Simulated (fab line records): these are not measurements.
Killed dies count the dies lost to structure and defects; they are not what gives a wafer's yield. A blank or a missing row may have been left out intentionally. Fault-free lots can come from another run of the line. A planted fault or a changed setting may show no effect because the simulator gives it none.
Chamber matching :: flow n5_finfet :: ald_metal-04 running N5_BEOL_M9_ALD_74: 4 sister chambers
The step deposits TaN, target thk 2 nm, pulse time 2 s, purge time 3 s. 8 wafers are shown with their chamber, then 7 later ones without.

WAFERS WITH THEIR CHAMBER
wafer: L937.1
chamber: 2
heater_power_w (W): 448
susceptor_temp_C (C): 275.15

wafer: L937.2
chamber: 1
heater_power_w (W): 454
susceptor_temp_C (C): 274.81

wafer: L938.2
chamber: 2
heater_power_w (W): 436
susceptor_temp_C (C): 274.69

wafer: L938.4
chamber: 3
heater_power_w (W): 470
susceptor_temp_C (C): 275.14

wafer: L938.5
chamber: 1
heater_power_w (W): 460
susceptor_temp_C (C): 275.19

wafer: L939.4
chamber: 3
heater_power_w (W): 469
susceptor_temp_C (C): 275.39

wafer: L939.5
chamber: 0
heater_power_w (W): 384
susceptor_temp_C (C): 274.68

wafer: L941.1
chamber: 0
heater_power_w (W): 392
susceptor_temp_C (C): 275.43

WAFERS WITHOUT THEIR CHAMBER
wafer: L941.4
heater_power_w (W): 478
susceptor_temp_C (C): 274.83

wafer: L941.5
heater_power_w (W): 372
susceptor_temp_C (C): 275.17

wafer: L949.3
heater_power_w (W): 448
susceptor_temp_C (C): 275.48

wafer: L949.5
heater_power_w (W): 454
susceptor_temp_C (C): 275.01

wafer: L949.6
heater_power_w (W): 382
susceptor_temp_C (C): 274.79

wafer: L950.1
heater_power_w (W): 433
susceptor_temp_C (C): 275.14

wafer: L950.2
heater_power_w (W): 458
susceptor_temp_C (C): 274.89

THE CHAMBER EACH PASSED THROUGH
wafer: L941.4
from the rows above: can't be placed: 3 or 1
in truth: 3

wafer: L941.5
from the rows above: 0
in truth: 0

wafer: L949.3
from the rows above: can't be placed: 2 or 1
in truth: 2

wafer: L949.5
from the rows above: can't be placed: 1 or 2
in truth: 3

wafer: L949.6
from the rows above: 0
in truth: 0

wafer: L950.1
from the rows above: 2
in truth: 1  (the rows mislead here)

wafer: L950.2
from the rows above: can't be placed: 1 or 3
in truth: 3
2 of 7 placed correctly. These rows do not allow placing 4 (true chamber among the candidates in 3). 1 placed wrongly.
How it was worked out, from the rows above alone: a wafer's distance from a chamber is the root of the sum, over the readings, of the square of ((its reading less the chamber's mean) divided by the reading's scatter). The wafer belongs to the nearest chamber; if the next one is less than 2 further off, it can't be placed. For every chamber, the mean is computed from those of its wafers that are shown. The scatter: take each reading less its chamber's mean, square it, sum over the shown wafers, divide by the number of wafers less the number of chambers, and take the root.
